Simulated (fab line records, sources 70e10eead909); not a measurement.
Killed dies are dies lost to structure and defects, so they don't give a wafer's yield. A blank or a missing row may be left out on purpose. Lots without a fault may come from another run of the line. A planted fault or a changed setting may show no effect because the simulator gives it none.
Which tool did it? | flow nand_harc | 24 lots, 72 wafers sampled, at 4 steps of a route of 1159

WHAT THE GAUGES READ, wafer by wafer
NHARC_A_CHANNEL_FILL_D1_INSPECT_13.
lot  | measured     | on                | raw_defect_count
L074 | day 10 02:43 | defect_inspect-01 | 169 342 183
L075 | day 11 02:32 | defect_inspect-02 | 364 298 306
L076 | day 11 02:30 | defect_inspect-01 | 169 466 144
L077 | day 11 15:46 | defect_inspect-01 | 151 237 333
L078 | day 11 20:40 | defect_inspect-02 | 306 153 173
L079 | day 11 15:46 | defect_inspect-02 | 190 201 179
L080 | day 12 05:07 | defect_inspect-01 | 391 367 479
L081 | day 12 12:20 | defect_inspect-02 | 203 212 227
L082 | day 12 12:11 | defect_inspect-01 | 261 366 368
L083 | day 12 22:47 | defect_inspect-01 | 284 175 237
L084 | day 12 22:50 | defect_inspect-01 | 246 235 334
L087 | day 13 16:07 | defect_inspect-01 | 410 529 348
L086 | day 13 19:49 | defect_inspect-01 | 287 142 166
L085 | day 14 00:12 | defect_inspect-01 | 625 483 645
L089 | day 14 07:49 | defect_inspect-01 | 342 323 355
L088 | day 14 07:49 | defect_inspect-02 | 264 233 204
L091 | day 14 11:32 | defect_inspect-01 | 211 315 670
L090 | day 14 17:52 | defect_inspect-01 | 258 526 345
L092 | day 14 20:38 | defect_inspect-01 | 403 284 458
L094 | day 15 19:55 | defect_inspect-01 | 300 214 177
L093 | day 15 19:49 | defect_inspect-02 | 345 379 347
L095 | day 15 19:59 | defect_inspect-02 | 136 166 149
L096 | day 16 03:52 | defect_inspect-01 | 413 320 492
L097 | day 16 07:48 | defect_inspect-02 | 575 539 388

WHICH TOOL RAN EACH LOT (tool, then ch and the chambers of the sampled wafers, then the start)
lot  | NHARC_P_BONDPAD_ACTIVATE_29        | NHARC_A_CHANNEL_HOLE_D1_STRIP_27              | NHARC_A_CHANNEL_FILL_D1_ALD_25
L074 | rie_diel-04 ch 2,3, day 6 02:51    | rie_diel-03 ch 0,1,2, day 9 15:23 or earlier  | ald_hk-04 ch 0,2,3, day 9 15:23
L075 | rie_diel-06 ch 1,2,3, day 7 01:02  | rie_diel-05 ch 1,3, day 10 14:41 or earlier   | ald_hk-02 ch 1,2, day 10 14:41
L076 | rie_diel-06 ch 1,3, day 7 01:22    | rie_diel-10 ch 0,1,2, day 10 14:27 or earlier | ald_hk-04 ch 2,3, day 10 14:27
L077 | rie_diel-13 ch 1,2,3, day 7 11:40  | rie_diel-10 ch 1,2,3, day 11 04:26 or earlier | ald_hk-02 ch 1,2, day 11 04:26
L078 | rie_diel-04 ch 0,1,2, day 7 15:48  | rie_diel-05 ch 0,2,3, day 11 09:11 or earlier | ald_hk-01 ch 0,1, day 11 09:11
L079 | rie_diel-04 ch 0,1,2, day 7 16:28  | rie_diel-05 ch 0,2,3, day 11 03:50 or earlier | ald_hk-01 ch 1,2, day 11 03:50
L080 | rie_diel-06 ch 1,2,3, day 7 21:01  | rie_diel-10 ch 1,2,3, day 11 17:51 or earlier | ald_hk-04 ch 0,2,3, day 11 17:51
L081 | rie_diel-13 ch 0,1,2, day 8 06:13  | rie_diel-05 ch 0,1,2, day 12 00:15 or earlier | ald_hk-02 ch 2,3, day 12 00:15
L082 | rie_diel-04 ch 0,1, day 8 07:30    | rie_diel-10 ch 0,2,3, day 12 00:52 or earlier | ald_hk-01 ch 0,1, day 12 00:52
L083 | rie_diel-04 ch 0,1,2, day 8 16:20  | rie_diel-05 ch 0,3, day 12 07:03 or earlier   | ald_hk-01 ch 2,3, day 12 07:03
L084 | rie_diel-06 ch 0,3, day 8 22:02    | rie_diel-05 ch 0,1, day 12 10:44 or earlier   | ald_hk-02 ch 0,3, day 12 10:44
L087 | rie_diel-13 ch 1,2,3, day 9 14:07  | rie_diel-05 ch 0,2,3, day 13 04:40 or earlier | ald_hk-04 ch 2,3, day 13 04:40
L086 | rie_diel-04 ch 0,1,3, day 9 14:53  | rie_diel-10 ch 0,2, day 13 04:02 or earlier   | ald_hk-01 ch 1,3, day 13 04:02
L085 | rie_diel-04 ch 1,2,3, day 9 15:19  | rie_diel-03 ch 0,1,2, day 13 11:01 or earlier | ald_hk-02 ch 0,2,3, day 13 11:01
L089 | rie_diel-04 ch 0,3, day 10 07:35   | rie_diel-10 ch 0,2,3, day 13 20:23 or earlier | ald_hk-04 ch 2,3, day 13 20:23
L088 | rie_diel-04 ch 0,1,3, day 10 09:20 | rie_diel-03 ch 1,2, day 13 19:47 or earlier   | ald_hk-01 ch 0,2,3, day 13 19:47
L091 | rie_diel-04 ch 0,3, day 10 09:40   | rie_diel-05 ch 1,2, day 13 23:33 or earlier   | ald_hk-02 ch 0,1,2, day 13 23:33
L090 | rie_diel-04 ch 2,3, day 10 14:14   | rie_diel-05 ch 0,1,3, day 14 05:43 or earlier | ald_hk-04 ch 2,3, day 14 05:43
L092 | rie_diel-04 ch 0,1,2, day 10 20:16 | rie_diel-03 ch 0,2,3, day 14 09:14 or earlier | ald_hk-01 ch 0,1,3, day 14 09:14
L094 | rie_diel-06 ch 0,1,3, day 11 15:25 | rie_diel-10 ch 0,3, day 15 09:21 or earlier   | ald_hk-02 ch 0,3, day 15 09:21
L093 | rie_diel-06 ch 0,1, day 11 15:40   | rie_diel-03 ch 0,2,3, day 15 08:33 or earlier | ald_hk-04 ch 0,2,3, day 15 08:33
L095 | rie_diel-04 ch 0,3, day 11 17:37   | rie_diel-05 ch 1,2, day 15 08:33 or earlier   | ald_hk-01 ch 1,2, day 15 08:33
L096 | rie_diel-04 ch 0,1, day 11 21:22   | rie_diel-05 ch 0,1, day 15 16:55 or earlier   | ald_hk-02 ch 0,2,3, day 15 16:55
L097 | rie_diel-04 ch 1,2,3, day 11 22:19 | rie_diel-05 ch 0,2,3, day 15 19:13 or earlier | ald_hk-04 ch 1,2,3, day 15 19:13
- NHARC_P_BONDPAD_ACTIVATE_29: chemistry N2, time 60 s.
- NHARC_A_CHANNEL_HOLE_D1_STRIP_27: strips in O2.
- NHARC_A_CHANNEL_FILL_D1_ALD_25: deposits SiOx, target thk 60 nm, pulse time 10 s, ald cycles 600.

WHAT THE TOOLS THEMSELVES READ (means of the sampled wafers that have a number; where no wafer has one, the mark that the record gives instead)
NHARC_P_BONDPAD_ACTIVATE_29.
lot  | tool        | drypump_motor_current_A (A) | oes_product_au (a.u.) | rf_vpp_V (V) | showerhead_plenum_p_Torr (Torr)
L074 | rie_diel-04 | 5.1                         | 0.986                 | 64.3         | 1.82
L075 | rie_diel-06 | 5.3                         | 0.997                 | 64.0         | 1.82
L076 | rie_diel-06 | 5.1                         | 0.985                 | 64.9         | 1.82
L077 | rie_diel-13 | 5.7                         | 0.987                 | 63.8         | 1.73
L078 | rie_diel-04 | 5.4                         | 0.986                 | 64.2         | 1.79
L079 | rie_diel-04 | 5.4                         | 0.982                 | 63.1         | 1.79
L080 | rie_diel-06 | 5.3                         | 0.991                 | 64.1         | 1.82
L081 | rie_diel-13 | 5.8                         | 1.000                 | 64.2         | 1.72
L082 | rie_diel-04 | 5.8                         | 0.988                 | 65.0         | 1.78
L083 | rie_diel-04 | 5.4                         | 0.981                 | 64.5         | 1.79
L084 | rie_diel-06 | 5.4                         | 0.998                 | 64.3         | 1.83
L087 | rie_diel-13 | 5.6                         | 1.000                 | 64.3         | 1.73
L086 | rie_diel-04 | 5.5                         | 0.991                 | 64.8         | 1.79
L085 | rie_diel-04 | 5.1                         | 0.990                 | 64.7         | 1.79
L089 | rie_diel-04 | 5.8                         | 0.993                 | 63.9         | 1.81
L088 | rie_diel-04 | 5.5                         | 0.985                 | 63.8         | 1.79
L091 | rie_diel-04 | 5.5                         | 0.988                 | 64.8         | 1.82
L090 | rie_diel-04 | 5.1                         | 0.996                 | 63.8         | 1.82
L092 | rie_diel-04 | 5.4                         | 0.980                 | 63.6         | 1.79
L094 | rie_diel-06 | 5.4                         | 0.993                 | 64.1         | 1.79
L093 | rie_diel-06 | 5.7                         | 0.995                 | 63.7         | 1.78
L095 | rie_diel-04 | 5.5                         | 0.989                 | 64.1         | 1.82
L096 | rie_diel-04 | 5.8                         | 0.974                 | 63.9         | 1.78
L097 | rie_diel-04 | 5.1                         | 0.984                 | 63.9         | 1.79

NHARC_A_CHANNEL_HOLE_D1_STRIP_27.
lot  | tool        | drypump_motor_current_A (A) | oes_product_au (a.u.) | rf_vpp_V (V) | showerhead_plenum_p_Torr (Torr) | throttle_valve_pct (%)
L074 | rie_diel-03 | 5.7                         | 1.010                 | 57.8         | 3.59                            | 17.036
L075 | rie_diel-05 | 6.4                         | 1.005                 | 57.9         | 3.69                            | 17.044
L076 | rie_diel-10 | 5.6                         | 1.003                 | 57.6         | 3.41                            | 17.039
L077 | rie_diel-10 | 5.3                         | 0.983                 | 57.5         | 3.53                            | 17.027
L078 | rie_diel-05 | 5.5                         | 1.002                 | 57.4         | 3.56                            | 17.028
L079 | rie_diel-05 | 5.5                         | 0.995                 | 57.9         | 3.56                            | 17.039
L080 | rie_diel-10 | 5.3                         | 0.989                 | 57.8         | 3.53                            | 17.046
L081 | rie_diel-05 | 5.8                         | 1.009                 | 57.8         | 3.63                            | 17.039
L082 | rie_diel-10 | 5.4                         | 0.993                 | 58.5         | 3.53                            | 17.028
L083 | rie_diel-05 | 5.6                         | 0.996                 | 58.7         | 3.59                            | 17.033
L084 | rie_diel-05 | 5.9                         | 1.005                 | 57.6         | 3.70                            | 17.033
L087 | rie_diel-05 | 5.5                         | 1.005                 | 57.8         | 3.56                            | 17.034
L086 | rie_diel-10 | 5.5                         | 0.994                 | 57.6         | 3.40                            | 17.041
L085 | rie_diel-03 | 5.7                         | 1.020                 | 57.1         | 3.59                            | 17.030
L089 | rie_diel-10 | 5.4                         | 0.997                 | 57.8         | 3.52                            | 17.043
L088 | rie_diel-03 | 5.6                         | 1.006                 | 58.0         | 3.53                            | 17.034
L091 | rie_diel-05 | 6.2                         | 1.004                 | 58.3         | 3.65                            | 17.038
L090 | rie_diel-05 | 6.0                         | 1.000                 | 57.9         | 3.66                            | 17.040
L092 | rie_diel-03 | 5.8                         | 1.004                 | 57.7         | 3.62                            | 17.041
L094 | rie_diel-10 | 5.5                         | 1.005                 | 57.7         | 3.53                            | 17.039
L093 | rie_diel-03 | 5.8                         | 1.000                 | 58.0         | 3.62                            | 17.024
L095 | rie_diel-05 | 6.2                         | 1.004                 | 57.4         | 3.65                            | 17.031
L096 | rie_diel-05 | 5.9                         | 0.986                 | 58.1         | 3.70                            | 17.040
L097 | rie_diel-05 | 5.5                         | 0.999                 | 57.5         | 3.56                            | 17.033

NHARC_A_CHANNEL_FILL_D1_ALD_25.
lot  | tool      | heater_power_w (W) | precursor_pulse_height_rel
L074 | ald_hk-04 | 458                | 1.019
L075 | ald_hk-02 | 495                | 1.023
L076 | ald_hk-04 | 455                | 1.004
L077 | ald_hk-02 | 476                | 1.002
L078 | ald_hk-01 | 458                | 0.999
L079 | ald_hk-01 | 463                | 0.982
L080 | ald_hk-04 | 451                | 1.022
L081 | ald_hk-02 | 518                | 0.994
L082 | ald_hk-01 | 463                | 1.012
L083 | ald_hk-01 | 470                | 1.004
L084 | ald_hk-02 | 460                | 0.993
L087 | ald_hk-04 | 452                | 1.001
L086 | ald_hk-01 | 448                | 1.008
L085 | ald_hk-02 | 494                | 0.984
L089 | ald_hk-04 | 453                | 1.021
L088 | ald_hk-01 | 481                | 1.004
L091 | ald_hk-02 | 475                | 0.991
L090 | ald_hk-04 | 470                | 0.990
L092 | ald_hk-01 | 474                | 1.002
L094 | ald_hk-02 | 465                | 0.987
L093 | ald_hk-04 | 454                | 0.983
L095 | ald_hk-01 | 449                | 1.004
L096 | ald_hk-02 | 499                | 1.001
L097 | ald_hk-04 | 452                | 1.025

THE ANSWER, worked out from the rows above alone
Rule: what is usual is taken from the lots themselves. Put in order of their means at a reading, lots are off if they are a third of the lots or fewer, leave a main group of 4 or more, and stand apart from it by a gap of 3 or more times the standard deviation of the main group's means; of several such gaps the widest counts. A main group whose means are all the same, to the digits that the tables above print for the reading, isn't used. A lot without any number at a reading at which 4 lots or more have one is off too. The other lots that the step has rows for count as sound. The gauges are gone through in route order, then the tools' own readings, and for those a lot's mean is taken as printed above. The first step at which some lot is off is used, and at that step the reading that is off furthest; a lot without a number counts as furthest.
No lot is off at any reading shown: from this, nothing can be told.

WHAT THE SIMULATOR HAD PUT IN
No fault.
